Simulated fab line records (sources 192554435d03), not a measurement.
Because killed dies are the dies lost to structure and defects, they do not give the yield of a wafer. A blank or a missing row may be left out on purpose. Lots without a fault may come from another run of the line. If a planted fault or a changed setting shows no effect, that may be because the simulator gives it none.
Split-lot trial | flow n5-finfet | 21 wafers read from 7 lots, route of 1938 steps

## THE SPLIT ITSELF
At N5_SD_EPI_N_ETCH_45 (etches SiOCN in CH3F/O2, target depth 6 nm), the setting target-depth-a was moved away from the recipe's 60 angstrom on 9 of the 21 wafers read, by -8.5% to +11.9%. For the rest of the wafers, this setting stayed at what the recipe calls for.

Reading taken at the split's own step.

## THE READING
etch.depth-nm (the simulator's own value, which no gauge read), in nm, at N5_SD_EPI_N_ETCH_45 (etches SiOCN in CH3F/O2, target depth 6 nm). The file does not state a usual value for it. Across the 12 wafers here that went through the recipe, the average is 6.021 nm and the standard deviation 0.07 nm.

wafer  | tool, chamber at the split | target-depth-a as run, angstrom | against the recipe | etch.depth-nm, nm | against lot-mates on the recipe
L074.1 | rie-diel-04, 2             | 60                              | recipe             | 5.963             | -
L074.2 | rie-diel-04, 1             | 67.14                           | +11.9%             | 6.844             | +0.838
L074.5 | rie-diel-04, 3             | 60                              | recipe             | 6.05              | -
L075.1 | rie-diel-04, 0             | 63.01                           | +5.0%              | 6.366             | +0.285
L075.2 | rie-diel-04, 3             | 63.01                           | +5.0%              | 6.403             | +0.322
L075.3 | rie-diel-04, 1             | 60                              | recipe             | 6.081             | -
L078.1 | rie-diel-05, 0             | 60                              | recipe             | 6.059             | -
L078.4 | rie-diel-05, 3             | 60                              | recipe             | 5.963             | -
L078.5 | rie-diel-05, 3             | 61.84                           | +3.1%              | 6.169             | +0.158
L083.3 | rie-diel-04, 2             | 63.73                           | +6.2%              | 6.254             | +0.257
L083.5 | rie-diel-04, 0             | 60                              | recipe             | 6.025             | -
L083.6 | rie-diel-04, 3             | 60                              | recipe             | 5.969             | -
L094.1 | rie-diel-01, 3             | 60                              | recipe             | 6.101             | -
L094.2 | rie-diel-01, 2             | 60                              | recipe             | 5.972             | -
L094.3 | rie-diel-01, 0             | 60                              | recipe             | 6.112             | -
L096.2 | rie-diel-04, 3             | 54.89                           | -8.5%              | 5.483             | -0.597
L096.3 | rie-diel-04, 1             | 60                              | recipe             | 6.08              | -
L096.4 | rie-diel-04, 0             | 54.89                           | -8.5%              | 5.495             | -0.585
L097.3 | rie-diel-01, 1             | 62.21                           | +3.7%              | 6.178             | +0.307
L097.4 | rie-diel-01, 2             | 60                              | recipe             | 5.871             | -
L097.5 | rie-diel-01, 1             | 62.21                           | +3.7%              | 6.148             | +0.277

FIT RESULTS
A straight line over all 21 wafers: etch.depth-nm changes by +0.0622 nm for each +1% of target-depth-a; r = +0.97; the points scatter about the line by 0.076 nm.
The same after taking each lot's own level away (the mean of its wafers on the recipe; 21 wafers): +0.0667 nm for each +1%; r = +0.98; scatter 0.055 nm.
According to that fit, moving target-depth-a by its largest amount changes the reading by 0.79 nm.
From 5.8710 to 6.0810 nm: that is the span of the lots' own levels, equal to 3.0 times the standard deviation above.
The two slopes agree, so the slope changes little with the lot-to-lot level.
Check: for one of the wafers moved furthest among these (+11.9%), held out of the fit, the line's prediction against its lot-mates is +0.757 nm. Against them it came out at +0.838 nm.

## THE OTHER SPLITS THESE WAFERS WENT THROUGH
These wafers also went through other splits before the reading. Each is held against what the fit with the lots' levels taken away leaves over:
other split on the same wafers     | wafers away from the commonest value | r with etch.depth-nm (lot level and that fit taken away)
N5_ZERO_LAYER_EXPOSE_08 dose-mj    | 4                                    | -0.08
N5_ZERO_LAYER_PEB_09 peb-time-s    | as run: not given for these wafers   | -
N5_WELL_APT_EXPOSE_05 dose-mj      | 6                                    | -0.13
N5_WELL_APT_COAT_19 spin-rpm       | 10                                   | +0.17
N5_FIN_SAQP_ALD_61 temp-c          | 5                                    | +0.04
N5_FIN_SAQP_PECVD_06 time-s        | 4                                    | +0.21
N5_FIN_SAQP_ETCH_69 target-depth-a | 7                                    | -0.04
N5_FIN_SAQP_ETCH_64 bias-w         | 7                                    | +0.04
N5_DUMMY_GATE_COAT_28 spin-rpm     | 3                                    | -0.12

## FILE'S OWN FIT
etch.depth-nm changes by +0.0654 nm for each +1% of target-depth-a, r = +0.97.
